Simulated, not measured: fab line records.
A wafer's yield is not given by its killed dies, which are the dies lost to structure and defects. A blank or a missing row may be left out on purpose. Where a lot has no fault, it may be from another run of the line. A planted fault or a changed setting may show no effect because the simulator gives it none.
Chamber matching | flow nandHarc | NHARC_A_STAIRCASE_ALD_420 on aldHk-03: 4 sister chambers
The step deposits SiO2, target thk 20 nm, pulse time 6 s, ald cycles 200. 14 wafers are shown with their chamber, then 7 later ones without.

== WAFERS, EACH WITH ITS CHAMBER ==
wafer  | chamber | heaterPowerOuterW (W) | heaterPowerW (W) | precursorPulseHeightRel
L841.2 | 2       | 294                   | 514              | 0.960
L841.5 | 3       | 293                   | 505              | 0.992
L841.6 | 0       | 257                   | 476              | 0.985
L842.1 | 2       | 299                   | 526              | 0.991
L842.2 | 0       | 258                   | 464              | 0.983
L842.6 | 0       | 248                   | 461              | 1.018
L845.2 | 2       | 281                   | 517              | 0.975
L845.3 | 3       | 288                   | 497              | 1.004
L845.4 | 1       | 265                   | 468              | 0.987
L854.4 | 0       | 263                   | 507              | 0.977
L854.5 | 0       | 270                   | 488              | 0.975
L854.6 | 1       | 263                   | 462              | 0.987
L855.1 | 1       | 266                   | 469              | 1.016
L855.2 | 2       | 281                   | 493              | 0.996

SIGNATURES, as means of the wafers listed above
reading                 | chamber 0 | chamber 1 | chamber 2 | chamber 3 | scatter within a chamber
heaterPowerOuterW       | 259.20    | 264.67    | 288.75    | 290.50    | 7.3
heaterPowerW            | 479.20    | 466.33    | 512.50    | 501.00    | 14.4
precursorPulseHeightRel | 0.98760   | 0.99667   | 0.98050   | 0.99800   | 0.0163
Rule: for each reading, subtract the chamber's mean from the wafer's reading, divide by that reading's scatter and square the result; add these up over the readings and take the root, which gives the wafer's distance from the chamber. The wafer belongs to the nearest chamber; if the next one is less than 2 further off, it can't be placed. How the scatter is found: for the shown wafers, subtract from each reading the mean of its chamber, square and add these, divide the total by (wafers less chambers), then take the root.

== WAFERS MISSING THEIR CHAMBER ==
wafer  | heaterPowerOuterW (W) | heaterPowerW (W) | precursorPulseHeightRel
L855.3 | 285                   | 505              | 1.021
L863.1 | 275                   | 471              | 1.009
L863.2 | 279                   | 480              | 0.968
L863.4 | 267                   | 490              | 0.991
L862.2 | 264                   | 477              | 1.019
L862.3 | 291                   | 494              | 0.999
L862.6 | 286                   | 518              | 1.004

== WHICH CHAMBER EACH ONE RAN IN ==
wafer  | from the rows above               | in truth
L855.3 | can't be placed: 3 or 2           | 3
L863.1 | can't be placed: 1 or 0 or 3      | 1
L863.2 | can't be placed: 2 or 1 or 3 or 0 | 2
L863.4 | can't be placed: 0 or 1           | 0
L862.2 | can't be placed: 1 or 0           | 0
L862.3 | can't be placed: 3 or 2           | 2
L862.6 | can't be placed: 3 or 2           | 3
0 of 7 placed correctly. From these rows, 7 cannot be placed; in 7 the true chamber is one of the candidates. 0 placed wrongly.
